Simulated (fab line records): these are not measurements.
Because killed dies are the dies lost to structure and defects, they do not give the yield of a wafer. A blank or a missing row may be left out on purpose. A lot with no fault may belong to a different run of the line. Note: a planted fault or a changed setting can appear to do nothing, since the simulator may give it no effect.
fab line records	flow nand_harc
record: lots: 6	wafers: 18	last_day: 33
route steps=1302 shown P_M0@282 P_M1@285 END@1302
lots untouched by any fault: they come from a run of this same line in which no faults occurred
start_h: the number of hours between the record's first day and the start of the first shown wafer of the lot	wait_h: how many hours have passed since the lot's step before this one	" unchanged from the row above	L1.1+2: a single row standing in for several wafers	- either no value or no given start	* or withheld: withheld	< > ~ a bound
route shown NAME@n: names a module that has steps shown in the file, with the first one's number in the route	usual: mean/standard deviation of fault-free wafers	same: alike in all rows	chamber/n: place in a boat	sites: the reading at each site	_std_site: standard deviation of those values	_edge_site: the outer-site mean with the inner-site mean subtracted	radius_mm: for every site, how far away it sits from the centre of the wafer	mask NAME#n: copy n	behind: the tool/chamber that last shaped the wafer	hold: the reason the lot was held/the length of the hold in hours/how it ended	device: the transistor (n, p or np) that didn't switch	end of line: tests of these same wafers at the route's end	step lacking rows: just its recipe	killed: not the wafer's yield, but the dies lost to structure and defects at the first sort	map: per-die view of a wafer (x killed, . not killed, _ where there is no die)
set.NAME: the setting that was run; set.NAME@STEP: the one run at that earlier step	model.NAME: the simulator's own value behind a step, which no gauge read
certain route steps with their lots: each step a table, each wafer a row
services: a tool's chamber out of use, with start hour (start_h, from the record's first day; less than 0 if before it), hours out, and reason
== steps ==
step: NHARC_P_M0_INSPECT_27
usual: raw_defect_count: 303/100
lot.wafer	tool	chamber	start_h	wait_h	raw_defect_count
L244.1	defect_inspect-01	-	132.93	0.0	280
L244.4	"	-	"	"	293
L244.6	"	-	"	"	254
L249.1	defect_inspect-01	-	181.77	0.0	176
L249.2	"	-	"	"	234
L249.5	"	-	"	"	367
L257.2	defect_inspect-02	-	273.82	0.0	197
L257.5	"	-	"	"	255
L257.6	"	-	"	"	182
L258.4	defect_inspect-02	-	278.68	0.0	459
L258.5	"	-	"	"	278
L258.6	"	-	"	"	302
L264.2	defect_inspect-02	-	332.62	0.0	468
L264.5	"	-	"	"	382
L264.6	"	-	"	"	437
L266.2	defect_inspect-02	-	350.86	0.0	335
L266.3	"	-	"	"	225
L266.4	"	-	"	"	308
step: NHARC_P_M0_PRE_CLEAN_31
recipe: time_s: 12	temp_c: 370	rf_power_w: 300	gas: NH3
usual: heater_power_w: 618/73	rf_fwd_power_W: 292.6/0.89
same: time_s: 12
lot.wafer	tool	chamber	start_h	wait_h	heater_power_w	rf_fwd_power_W
L244.1	pecvd-03	2	132.99	0.1	711	292.5
L244.4	"	2	"	"	713	292.2
L244.6	"	1	"	"	582	293.9
L249.2	pecvd-04	2	181.85	0.1	494	292.2
L249.1	"	0	"	"	663	293.5
L249.5	"	0	"	"	696	292.3
L257.2	pecvd-01	2	273.89	0.1	664	292.1
L257.6	"	2	"	"	653	293.4
L257.5	"	1	"	"	577	293.3
L258.4	pecvd-01	0	278.78	0.1	734	292.6
L258.5	"	1	"	"	673	291.4
L258.6	"	2	"	"	582	293.2
L264.2	pecvd-01	0	332.82	0.2	659	292.7
L264.6	"	1	"	"	621	292.1
L264.5	"	2	"	"	569	292.8
L266.2	pecvd-03	0	350.93	0.1	595	293.3
L266.3	"	1	"	"	525	290.7
L266.4	"	2	"	"	703	293.9
step: NHARC_P_M0_DEP_32
recipe: target_thk_a: 300	temp_c: 370	target_thk_nm: 30	pressure_torr: 3	flow_sccm: 200	rf_w: 450	material: SiCN
usual: heater_power_w: 564/77	rf_fwd_power_W: 448.9/1.3
lot.wafer	tool	chamber	start_h	wait_h	heater_power_w	rf_fwd_power_W
L244.1	pecvd-03	2	133.07	0.1	635	448.8
L244.4	"	2	"	"	632	449.7
L244.6	"	1	"	"	527	446.4
L249.2	pecvd-04	2	181.96	0.1	412	449.1
L249.1	"	0	"	"	615	448.2
L249.5	"	0	"	"	610	449.9
L257.2	pecvd-01	2	273.97	0.1	599	447.4
L257.6	"	2	"	"	598	450.1
L257.5	"	1	"	"	582	448.7
L258.4	pecvd-01	0	278.95	0.2	694	448.9
L258.5	"	1	"	"	587	448.9
L258.6	"	2	"	"	568	450.3
L264.2	pecvd-01	0	332.89	0.1	687	449.6
L264.6	"	1	"	"	528	450.4
L264.5	"	2	"	"	532	448.9
L266.2	pecvd-03	0	351.01	0.1	584	447.6
L266.3	"	1	"	"	450	449.1
L266.4	"	2	"	"	678	448.2
step: NHARC_P_M1_DEP_00
recipe: target_thk_a: 1825	target_thk_nm: 182.5	temp_c: withheld	pressure_torr: 5	flow_sccm: 200	rf_w: 600	material: SiOC
step: NHARC_P_M1_DEHYDRATE_01
recipe: temp_c: 150	time_s: 120
step: NHARC_P_M1_HMDS_02
recipe: time_s: 30
step: NHARC_P_M1_COAT_34
recipe: temp_c: 200	time_s: 65
step: NHARC_P_M1_COAT_03
recipe: spin_rpm: 1500	resist_thk_nm: 90
step: NHARC_P_M1_SOFTBAKE_04
recipe: temp_c: 105	time_s: 55
step: NHARC_P_M1_EBR_05
step: NHARC_P_M1_EXPOSE_06
recipe: na: 1.35	target_cd_nm: 130	dose_mj: 81.88	mask_id: P_M1
step: NHARC_P_M1_PEB_07
recipe: peb_temp_c: 100	peb_time_s: 65
usual: heater_power_total_W: 156.7/0.42	plate_temp_C: 99.98/0.15
same: peb_time_s: 65
lot.wafer	tool	chamber	start_h	wait_h	heater_power_total_W	plate_temp_C
L244.1	litho_track-06	0	134.24	0.1	156.7	99.98
L244.4	"	0	"	"	157.1	99.83
L244.6	"	0	"	"	157.1	99.98
L249.1	litho_track-04	0	183.08	0.1	156.6	99.96
L249.2	"	0	"	"	157.1	99.99
L249.5	"	0	"	"	157.0	100.04
L257.2	litho_track-04	0	275.12	0.1	164.0	103.00
L257.5	"	0	"	"	163.1	103.20
L257.6	"	0	"	"	164.0	103.01
L258.4	litho_track-04	0	280.02	0.0	163.7	103.20
L258.5	"	0	"	"	164.2	103.23
L258.6	"	0	"	"	163.4	103.28
L264.2	litho_track-06	0	333.96	0.1	156.9	99.91
L264.5	"	0	"	"	157.0	100.19
L264.6	"	0	"	"	155.9	100.01
L266.2	litho_track-01	0	352.05	0.1	157.1	100.10
L266.3	"	0	"	"	157.0	100.25
L266.4	"	0	"	"	157.1	100.11
step: NHARC_P_M1_DEVELOP_08
recipe: develop_time_s: 35	dev_temp_c: 23
step: NHARC_P_M1_CD_MEAS_09
recipe: target_cd_nm: 130	landing_energy_ev: 500
usual: cd_nm: 129.7/0.8
lot.wafer	tool	chamber	start_h	wait_h	cd_nm
L244.1	cd_sem-02	0	134.32	-	126.9
L244.4	"	0	"	"	128.4
L244.6	"	0	"	"	128.6
L249.1	cd_sem-03	0	183.16	-	129.5
L249.2	"	0	"	"	130.0
L249.5	"	0	"	"	130.3
L257.2	cd_sem-03	0	275.20	-	140.5
L257.5	"	0	"	"	140.0
L257.6	"	0	"	"	140.1
L258.4	cd_sem-02	0	280.10	-	140.4
L258.5	"	0	"	"	140.6
L258.6	"	0	"	"	139.8
L264.2	cd_sem-02	0	334.04	-	129.8
L264.5	"	0	"	"	129.1
L264.6	"	0	"	"	129.4
L266.2	cd_sem-03	0	352.13	-	130.3
L266.3	"	0	"	"	131.5
L266.4	"	0	"	"	129.9
step: NHARC_P_M1_OVL_MEAS_10
recipe: pitch_nm: 260
usual: overlay_x_nm: -0.2/0.89	overlay_y_nm: 0.2/0.73
lot.wafer	tool	chamber	start_h	wait_h	overlay_x_nm	overlay_y_nm
L244.1	overlay-01	-	134.41	-	2.2	0.6
L244.4	"	-	"	"	2.1	0.8
L244.6	"	-	"	"	1.7	0.7
L249.1	overlay-01	-	183.25	-	0.1	-0.5
L249.2	"	-	"	"	0.5	-1.2
L249.5	"	-	"	"	-0.2	-1.1
L257.2	overlay-02	-	275.29	-	0.4	-0.5
L257.5	"	-	"	"	0.7	-0.6
L257.6	"	-	"	"	0.1	0.0
L258.4	overlay-01	-	280.19	-	-1.5	0.5
L258.5	"	-	"	"	-0.7	1.5
L258.6	"	-	"	"	-1.1	1.2
L264.2	overlay-02	-	334.13	-	-0.5	0.2
L264.5	"	-	"	"	-0.5	0.7
L264.6	"	-	"	"	-0.9	0.9
L266.2	overlay-02	-	352.22	-	0.0	0.2
L266.3	"	-	"	"	-0.4	0.8
L266.4	"	-	"	"	0.0	0.4
step: NHARC_P_M1_INSPECT_11
usual: raw_defect_count: 4.7/2.8
lot.wafer	tool	chamber	start_h	wait_h	raw_defect_count
L244.1	defect_inspect-02	-	134.45	0.0	1
L244.4	"	-	"	"	2
L244.6	"	-	"	"	2
L249.1	defect_inspect-02	-	183.29	0.0	11
L249.2	"	-	"	"	11
L249.5	"	-	"	"	7
L257.2	defect_inspect-01	-	275.32	0.0	3
L257.5	"	-	"	"	11
L257.6	"	-	"	"	2
L258.4	defect_inspect-01	-	280.22	0.0	6
L258.5	"	-	"	"	7
L258.6	"	-	"	"	3
L264.2	defect_inspect-01	-	334.16	0.0	7
L264.5	"	-	"	"	9
L264.6	"	-	"	"	8
L266.2	defect_inspect-02	-	352.25	0.0	6
L266.3	"	-	"	"	8
L266.4	"	-	"	"	3
step: NHARC_P_M1_DESCUM_14
recipe: time_s: 3	o2_flow_sccm: 200	ar_flow_sccm: 0	bias_power_w: 0	chemistry: O2
usual: drypump_motor_current_A: 6.0/0.47	oes_product_au: 1.002/0.011	rf_vpp_V: 57.8/0.82	showerhead_plenum_p_Torr: 1.93/0.08	throttle_valve_pct: 11.310/0.0092
same: time_s: 3
lot.wafer	tool	chamber	start_h	wait_h	drypump_motor_current_A	oes_product_au	rf_hours_counter_h	rf_vpp_V	showerhead_plenum_p_Torr	throttle_valve_pct	model.P_M1.cd_nm
L244.4	rie_diel-07	1	134.51	0.1	5.4	0.994	0	58.4	1.94	11.314	127.8
L244.1	"	2	"	"	6.5	0.999	0	57.8	1.94	11.309	126.9
L244.6	"	2	"	"	6.6	0.998	-	56.4	1.94	11.318	129.1
L249.2	rie_diel-12	1	183.35	0.1	6.1	1.000	18	57.8	1.89	11.307	130.8
L249.1	"	2	"	"	5.9	0.995	22	58.0	1.90	11.311	129.6
L249.5	"	2	"	"	5.8	0.994	-	56.9	1.90	11.313	130.2
L257.2	rie_diel-01	3	275.38	0.1	6.2	0.998	3	57.6	1.86	11.304	141.2
L257.5	"	3	"	"	6.2	1.005	-	58.8	1.86	11.330	140.2
L257.6	"	0	"	"	6.1	1.001	-	58.2	2.00	11.314	140.4
L258.4	rie_diel-07	2	280.29	0.1	6.6	0.999	14	57.9	1.93	11.307	140.3
L258.5	"	1	"	"	5.4	0.989	-	56.9	1.94	11.326	139.7
L258.6	"	2	"	"	6.6	0.999	-	56.1	1.93	11.327	139.8
L264.2	rie_diel-01	0	334.25	0.1	6.0	1.001	5	57.5	2.00	11.301	129.7
L264.6	"	1	"	"	5.4	1.004	-	58.9	2.04	11.311	129.6
L264.5	"	2	"	"	6.6	1.009	-	58.2	1.79	11.311	128.4
L266.3	rie_diel-01	0	352.31	0.1	6.0	1.005	7	57.8	2.00	11.328	131.4
L266.2	"	1	"	"	5.4	1.012	7	58.1	2.04	11.304	130
L266.4	"	2	"	"	6.6	1.003	-	58.6	1.79	11.311	129
step: NHARC_P_M1_ETCH_35
recipe: target_depth_a: 400	overetch_a: 120	time_s: 43.94	ion_energy_ev: 200	n2_flow_sccm: 150	h2_flow_sccm: 150	ar_flow_sccm: 0	rf_w: 400	bias_w: 150	chemistry: N2/H2
usual: drypump_motor_current_A: 6.0/0.46	oes_product_au: 1.002/0.013	rf_fwd_power_W: 395.2/2.3	rf_vpp_V: 431.1/2.5	showerhead_plenum_p_Torr: 2.06/0.086	throttle_valve_pct: 14.170/0.0095
same: time_s: 43.94
lot.wafer	tool	chamber	start_h	wait_h	drypump_motor_current_A	oes_product_au	rf_fwd_power_W	rf_hours_counter_h	rf_vpp_V	showerhead_plenum_p_Torr	throttle_valve_pct
L244.4	rie_diel-07	3	134.60	0.1	5.9	0.984	400.1	0	432.5	2.08	14.171
L244.1	"	0	"	"	5.6	1.018	396.7	0	432.0	2.11	14.166
L244.6	"	1	"	"	5.4	1.000	391.4	-	432.1	2.07	14.165
L249.2	rie_diel-12	0	183.45	0.1	6.8	0.999	394.8	18	426.1	1.93	14.180
L249.1	"	1	"	"	6.1	1.006	395.9	18	430.8	2.01	14.171
L249.5	"	3	"	"	5.3	0.992	395.9	-	430.2	2.03	14.154
L257.2	rie_diel-01	1	275.47	0.1	5.4	1.034	396.9	3	434.3	2.18	14.174
L257.6	"	0	"	"	6.1	1.005	396.3	-	434.1	2.13	14.177
L257.5	"	1	"	"	5.4	1.030	395.8	-	434.5	2.18	14.177
L258.4	rie_diel-07	2	280.37	0.1	6.6	0.996	391.5	14	431.9	2.06	14.151
L258.6	"	2	"	"	6.6	0.998	390.4	-	431.7	2.06	14.172
L258.5	"	3	"	"	5.9	0.986	396.8	-	431.7	2.07	14.166
L264.2	rie_diel-01	3	334.33	0.1	6.3	1.012	396.4	6	429.6	1.98	14.183
L264.5	"	0	"	"	6.0	1.001	395.2	-	434.0	2.13	14.175
L264.6	"	1	"	"	5.4	1.005	397.2	-	433.5	2.18	14.161
L266.3	rie_diel-01	0	352.41	0.1	6.0	0.993	393.2	7	433.6	2.13	14.162
L266.2	"	1	"	"	5.4	1.000	396.3	7	433.8	2.18	14.177
L266.4	"	0	"	"	6.0	0.993	393.7	-	433.2	2.13	14.159
step: NHARC_P_M1_ETCH_15
recipe: target_depth_a: 1825	time_s: 91.2	c4f8_flow_sccm: withheld	ar_flow_sccm: 400	rf_w: 600	bias_w: 300	chemistry: C4F8/Ar
usual: oes_product_au: 0.962/0.022	rf_fwd_power_W: 595.8/2.1	rf_vpp_V: 441.2/2.6
same: time_s: 91.2
lot.wafer	tool	chamber	start_h	wait_h	oes_product_au	rf_fwd_power_W	rf_hours_counter_h	rf_vpp_V
L244.4	rie_diel-07	3	-	-	0.971	596.2	0	441.2
L244.1	"	1	"	"	0.968	592.5	0	441.1
L244.6	"	0	"	"	0.980	596.1	-	442.5
L249.2	rie_diel-12	0	-	-	0.984	596.1	18	438.7
L249.1	"	1	"	"	0.962	593.1	18	439.6
L249.5	"	0	"	"	0.989	595.3	-	437.8
L257.2	rie_diel-01	0	-	-	0.960	596.5	3	444.3
L257.5	"	1	"	"	1.003	599.5	-	444.6
L257.6	"	2	"	"	0.991	599.3	-	437.8
L258.4	rie_diel-07	2	-	-	0.920	595.6	14	441.6
L258.5	"	2	"	"	0.924	596.8	-	440.9
L258.6	"	3	"	"	0.901	596.4	-	442.0
L264.2	rie_diel-01	0	-	-	0.983	595.6	5	443.5
L264.5	"	2	"	"	0.976	594.7	-	437.7
L264.6	"	3	"	"	0.985	594.4	-	438.6
L266.3	rie_diel-01	1	-	-	0.973	595.6	7	445.3
L266.2	"	2	"	"	0.976	597.0	7	436.5
L266.4	"	2	"	"	0.980	596.8	-	435.6
step: NHARC_P_M1_CD_MEAS_16
usual: cd_nm: 129.4/1.1
lot.wafer	tool	chamber	start_h	wait_h	cd_nm
L244.1	cd_sem-03	-	134.81	-	126.9
L244.4	"	-	"	"	127.2
L244.6	"	-	"	"	129.0
L249.1	cd_sem-03	-	183.65	-	130.0
L249.2	"	-	"	"	131.5
L249.5	"	-	"	"	130.5
L257.2	cd_sem-02	-	275.69	-	140.2
L257.5	"	-	"	"	139.9
L257.6	"	-	"	"	140.1
L258.4	cd_sem-01	-	280.59	-	139.9
L258.5	"	-	"	"	139.6
L258.6	"	-	"	"	139.1
L264.2	cd_sem-02	-	334.53	-	130.0
L264.5	"	-	"	"	129.1
L264.6	"	-	"	"	130.0
L266.2	cd_sem-03	-	352.66	-	129.3
L266.3	"	-	"	"	131.0
L266.4	"	-	"	"	128.4
step: NHARC_P_M1_STRIP_18
recipe: power_w: 1000	n2_flow_sccm: 150	h2_flow_sccm: 150	ar_flow_sccm: 0	bias_w: 0	chemistry: N2/H2
usual: drypump_motor_current_A: 5.9/0.46	oes_product_au: 1.003/0.014	rf_fwd_power_W: 998/3.1	rf_vpp_V: 90.7/1	showerhead_plenum_p_Torr: 2.06/0.07	throttle_valve_pct: 14.171/0.0093
lot.wafer	tool	chamber	start_h	wait_h	drypump_motor_current_A	oes_product_au	rf_fwd_power_W	rf_hours_counter_h	rf_vpp_V	showerhead_plenum_p_Torr	throttle_valve_pct
L244.1	rie_diel-01	3	134.94	0.1	6.2	1.004	995	6	90.0	1.98	14.173
L244.4	"	0	"	"	6.0	0.979	997	6	88.8	2.14	14.182
L244.6	"	2	"	"	6.6	1.016	998	-	89.4	1.91	14.174
L249.2	rie_diel-12	3	183.75	0.1	5.4	0.987	998	20	90.1	2.03	14.169
L249.1	"	0	"	"	6.7	1.015	1002	18	90.0	1.93	14.174
L249.5	"	2	"	"	5.9	1.017	1001	-	91.7	2.03	14.167
L257.2	rie_diel-01	0	275.84	0.1	6.0	0.996	1002	3	91.2	2.13	14.167
L257.5	"	1	"	"	5.4	1.037	1001	-	92.9	2.18	14.166
L257.6	"	2	"	"	6.6	1.004	997	-	90.3	1.90	14.177
L258.4	rie_diel-07	0	280.69	0.1	5.6	1.007	1000	14	92.5	2.10	14.170
L258.5	"	3	"	"	5.9	0.976	999	-	90.1	2.07	14.184
L258.6	"	0	"	"	5.5	1.008	1000	-	89.3	2.10	14.149
L264.2	rie_diel-01	2	334.63	0.1	6.6	1.006	998	6	89.3	1.90	14.178
L264.6	"	1	"	"	5.4	1.013	994	-	89.9	2.18	14.174
L264.5	"	2	"	"	6.6	1.003	997	-	89.2	1.90	14.161
L266.4	rie_diel-07	3	352.74	0.1	5.9	0.994	996	4	91.5	2.07	14.180
L266.3	"	0	"	"	5.6	1.031	1004	4	91.5	2.10	14.176
L266.2	"	1	"	"	5.4	1.026	993	4	92.1	2.07	14.169
step: NHARC_P_M1_ETCH_28
recipe: target_depth_a: 300	over_etch_frac: 0.3	time_s: 72.99	ion_energy_ev: 150	cf4_flow_sccm: 50	n2_flow_sccm: 100	ar_flow_sccm: 150	rf_w: 300	bias_w: 100	chemistry: CF4/N2
usual: drypump_motor_current_A: 5.9/0.46	oes_product_au: 1.002/0.013	rf_fwd_power_W: 297.4/1.3	rf_vpp_V: 314.4/1.6	showerhead_plenum_p_Torr: 2.64/0.087	throttle_valve_pct: 19.794/0.0089
same: over_etch_frac: 0.3	time_s: 72.99
lot.wafer	tool	chamber	start_h	wait_h	drypump_motor_current_A	oes_product_au	rf_fwd_power_W	rf_hours_counter_h	rf_vpp_V	showerhead_plenum_p_Torr	throttle_valve_pct	model.P_M1.cd_nm
L244.1	rie_diel-01	2	-	-	6.6	1.007	297.7	7	311.5	2.47	19.803	127.4
L244.4	"	1	"	"	5.4	1.007	297.2	7	316.6	2.80	19.774	126.9
L244.6	"	2	"	"	6.6	1.015	298.0	-	310.2	2.47	19.803	129.2
L249.1	rie_diel-12	3	-	-	5.3	0.991	296.6	20	315.4	2.62	19.799	129.5
L249.2	"	1	"	"	6.1	1.011	296.2	18	313.1	2.59	19.798	131.9
L249.5	"	0	"	"	6.7	1.007	297.4	-	313.4	2.50	19.794	132.7
L257.2	rie_diel-01	1	-	-	5.4	1.027	298.7	3	317.5	2.79	19.782	140.6
L257.6	"	1	"	"	5.4	1.023	297.3	-	317.1	2.79	19.788	141.1
L257.5	"	2	"	"	6.6	1.004	298.2	-	312.1	2.46	19.796	139.2
L258.4	rie_diel-07	3	-	-	5.9	0.986	299.1	14	314.1	2.66	19.784	141.3
L258.6	"	0	"	"	5.6	1.013	297.5	-	316.5	2.70	19.793	139.5
L258.5	"	1	"	"	5.4	1.002	294.7	-	313.7	2.66	19.799	139.6
L264.2	rie_diel-01	3	-	-	6.2	0.993	299.0	6	313.5	2.55	19.784	130.4
L264.5	"	1	"	"	5.4	1.006	299.8	-	316.2	2.79	19.783	129.3
L264.6	"	2	"	"	6.5	1.003	299.0	-	311.3	2.46	19.795	130
L266.4	rie_diel-07	3	-	-	5.9	0.983	299.9	4	314.4	2.66	19.802	127.6
L266.2	"	0	"	"	5.6	1.012	298.6	4	315.0	2.70	19.793	129.9
L266.3	"	1	"	"	5.4	1.016	295.0	4	313.8	2.66	19.799	130.4
step: NHARC_P_M1_STRIP_19
recipe: time_s: 600	temp_c: 30	chemistry: post_etch_residue_remover
step: NHARC_END_SORT_01
recipe: temp_c: 25
usual: defect_limited_yield: 91/3.1	killed_at_array: 59/21	killed_at_other: 1.0/1.1	killed_at_periphery: 4.0/2.6	killed_dies: 64/21	killed_open: 3.2/1.7	killed_short: 2.5/1.5
same: gross_dies: 677
lot.wafer	tool	chamber	start_h	wait_h	defect_limited_yield[%]	killed_at_array	killed_at_other	killed_at_periphery	killed_dies	killed_open	killed_short
L244.1	prober-01	0	601.49	2.5	92	48	1	2	51	1	4
L244.4	prober-01	0	603.91	3.4	91	57	2	3	62	1	2
L244.6	prober-01	0	605.52	4.0	91	50	0	9	59	1	5
L249.1	prober-01	0	637.10	2.5	87	76	2	10	88	4	3
L249.2	prober-01	0	637.90	2.8	88	73	1	7	81	3	2
L249.5	prober-01	0	640.31	3.7	91	54	0	6	60	2	0
L257.2	prober-01	0	713.67	2.8	91	57	1	2	60	3	0
L257.5	prober-01	0	716.10	3.7	90	66	0	5	71	4	5
L257.6	prober-01	0	716.91	4.1	91	59	0	1	60	2	2
L258.4	prober-02	0	715.99	3.4	88	72	2	4	78	1	4
L258.5	prober-02	0	716.80	3.7	89	68	4	1	73	6	2
L258.6	prober-02	0	717.61	4.1	89	67	1	4	72	4	3
killed by level:class
L244.1 A_CHANNEL_HOLE_D1:chamber_film_flake=30 A_CHANNEL_HOLE_D2:chamber_film_flake=8 A_CONTACT:chamber_film_flake=4 P_M0:geometric_particle:short=1 A_SOURCE_PLATE:geometric_particle:short=1 A_CHANNEL_FILL_D1:geometric_particle:short=1 A_DECK1_JOINT:geometric_particle:short=1 A_ONON_D2:geometric_particle:open=1
L244.4 A_CHANNEL_HOLE_D1:chamber_film_flake=33 A_CHANNEL_HOLE_D2:chamber_film_flake=10 A_CONTACT:chamber_film_flake=6 A_STAIRCASE:chamber_film_flake=2 THIN_TSV:chamber_film_flake=2 P_M0:geometric_particle:open=1 A_ONON_D1:geometric_particle:short=1 A_CHANNEL_FILL_D1:geometric_particle:short=1
L244.6 A_CHANNEL_HOLE_D1:chamber_film_flake=31 A_CHANNEL_HOLE_D2:chamber_film_flake=7 A_CONTACT:chamber_film_flake=5 P_M1:chamber_film_flake=4 P_CONTACT:geometric_particle:short=2 A_ONON_D1:geometric_particle:short=2 P_BONDPAD:chamber_film_flake=2 A_ONON_D2:geometric_particle:short=1
L249.1 A_CHANNEL_HOLE_D2:chamber_film_flake=32 A_CHANNEL_HOLE_D1:chamber_film_flake=30 P_CONTACT:chamber_film_flake=6 A_SLIT:chamber_film_flake=4 A_ONON_D2:geometric_particle:open=2 P_ZERO_WELL:chamber_film_flake=2 A_WL_FILL:chamber_film_flake=2 A_CONTACT:chamber_film_flake=2
L249.2 A_CHANNEL_HOLE_D2:chamber_film_flake=31 A_CHANNEL_HOLE_D1:chamber_film_flake=30 P_CONTACT:chamber_film_flake=7 A_STAIRCASE:chamber_film_flake=2 A_CONTACT:chamber_film_flake=2 A_ONON_D2:geometric_particle:open=1 A_CHANNEL_HOLE_D2:geometric_particle:short=1 A_CHANNEL_HOLE_D2:geometric_particle:open=1
L249.5 A_CHANNEL_HOLE_D1:chamber_film_flake=26 A_CHANNEL_HOLE_D2:chamber_film_flake=22 P_CONTACT:chamber_film_flake=5 A_WL_FILL:chamber_film_flake=4 P_M2:geometric_particle:open=1 A_CONTACT:geometric_particle:open=1 A_STAIRCASE:chamber_film_flake=1
L257.2 A_CHANNEL_HOLE_D1:chamber_film_flake=32 A_CONTACT:chamber_film_flake=11 A_SLIT:chamber_film_flake=3 A_CONTACT:geometric_particle:open=2 P_ZERO_WELL:chamber_film_flake=2 A_ZERO_WELL:chamber_film_flake=2 A_CHANNEL_HOLE_D2:chamber_film_flake=2 A_M1:chamber_film_flake=2
L258.4 A_SLIT:chamber_film_flake=31 A_CHANNEL_HOLE_D2:chamber_film_flake=25 A_CHANNEL_HOLE_D1:chamber_film_flake=5 A_CHANNEL_FILL_D1:chamber_film_flake=3 A_CHANNEL_FILL_D1:geometric_particle:short=2 P_GATE:chamber_film_flake=2 A_STAIRCASE:chamber_film_flake=2 A_CHANNEL_HOLE_D2:geometric_particle:short=1
L257.5 A_CHANNEL_HOLE_D1:chamber_film_flake=34 A_CHANNEL_HOLE_D2:chamber_film_flake=7 A_STAIRCASE:chamber_film_flake=6 A_CONTACT:chamber_film_flake=4 A_WL_FILL:chamber_film_flake=3 A_CHANNEL_HOLE_D2:geometric_particle:short=2 P_ZERO_WELL:chamber_film_flake=2 A_CHANNEL_FILL_D1:chamber_film_flake=2
L258.5 A_SLIT:chamber_film_flake=28 A_CHANNEL_HOLE_D2:chamber_film_flake=17 A_CHANNEL_HOLE_D1:chamber_film_flake=11 A_M0:geometric_particle:open=2 A_CHANNEL_FILL_D1:chamber_film_flake=2 A_CONTACT:chamber_film_flake=2 THIN_TSV:chamber_film_flake=2 P_M1:geometric_particle:open=1
L257.6 A_CHANNEL_HOLE_D1:chamber_film_flake=33 A_CONTACT:chamber_film_flake=8 A_SLIT:chamber_film_flake=5 A_WL_FILL:chamber_film_flake=3 A_CHANNEL_HOLE_D2:chamber_film_flake=2 A_STAIRCASE:chamber_film_flake=2 P_M1:geometric_particle:short=1 A_SOURCE_PLATE:geometric_particle:short=1
L258.6 A_SLIT:chamber_film_flake=21 A_CHANNEL_HOLE_D1:chamber_film_flake=16 A_CHANNEL_HOLE_D2:chamber_film_flake=15 A_STAIRCASE:chamber_film_flake=7 A_CHANNEL_FILL_D2:geometric_particle:short=2 A_CONTACT:chamber_film_flake=2 P_CONTACT:geometric_particle:open=1 P_M0:geometric_particle:open=1
== services ==
tool	chamber	start_h	hours	kind
rie_diel-12	3	111.89	15.3	repair
pecvd-01	-	112.09	0.6	repair
rie_diel-07	-	117.26	9.0	pm
pecvd-01	-	130.20	13.0	pm
pecvd-03	2	140.18	5.1	repair
pecvd-01	2	154.53	7.0	repair
pecvd-03	-	185.00	13.0	pm
pecvd-01	1	191.63	22.7	repair
litho_track-04	-	203.00	7.0	pm
rie_diel-01	-	203.80	9.0	pm
pecvd-01	-	213.82	0.9	repair
pecvd-01	0	228.81	4.1	repair
rie_diel-01	-	239.12	0.5	repair
rie_diel-07	3	242.33	4.4	repair
rie_diel-12	-	272.16	9.0	pm
rie_diel-01	2	285.30	4.3	repair
rie_diel-07	-	294.26	9.0	pm
rie_diel-01	0	295.48	9.0	repair
pecvd-01	-	311.20	13.0	pm
rie_diel-07	2	333.61	8.0	repair
pecvd-01	2	334.70	9.5	repair
rie_diel-07	-	342.37	0.6	repair
rie_diel-12	0	343.12	11.2	repair
rie_diel-01	3	346.48	7.1	repair
== key ==
first_sign: step: NHARC_P_M1_PEB_07	reading: plate_temp_C	direction: up	sigmas: 22	usual: *	struck: *
effect: step: NHARC_P_M1_PEB_07	reading: heater_power_total_W	direction: up	sigmas: 17	usual: *	struck: *
effect: step: NHARC_P_M1_CD_MEAS_09	reading: cd_nm	direction: up	sigmas: 13	usual: 129.7	struck: 140.2
effect: step: NHARC_P_M1_CD_MEAS_16	reading: cd_nm	direction: up	sigmas: 9.7	usual: 129.4	struck: 139.8
model_effect: step: NHARC_P_M1_DESCUM_14	value: P_M1.cd_nm	without: 129.4	struck: 140.3
model_effect: step: NHARC_P_M1_ETCH_28	value: P_M1.cd_nm	without: 129.3	struck: 140.2
met_at NHARC_P_M1_PEB_07
struck_wafers L257.2,L257.5,L257.6,L258.4,L258.5,L258.6
onset_between 183.08 275.12
fault: kind: process_parameter_drift	tool: litho_track-04	chamber: -	onset_h: 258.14	steps: NHARC_P_M1_PEB_07	channel: peb_temp_c	offset: *	shape: step	end_h: 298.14	acts_in: *	stated: *
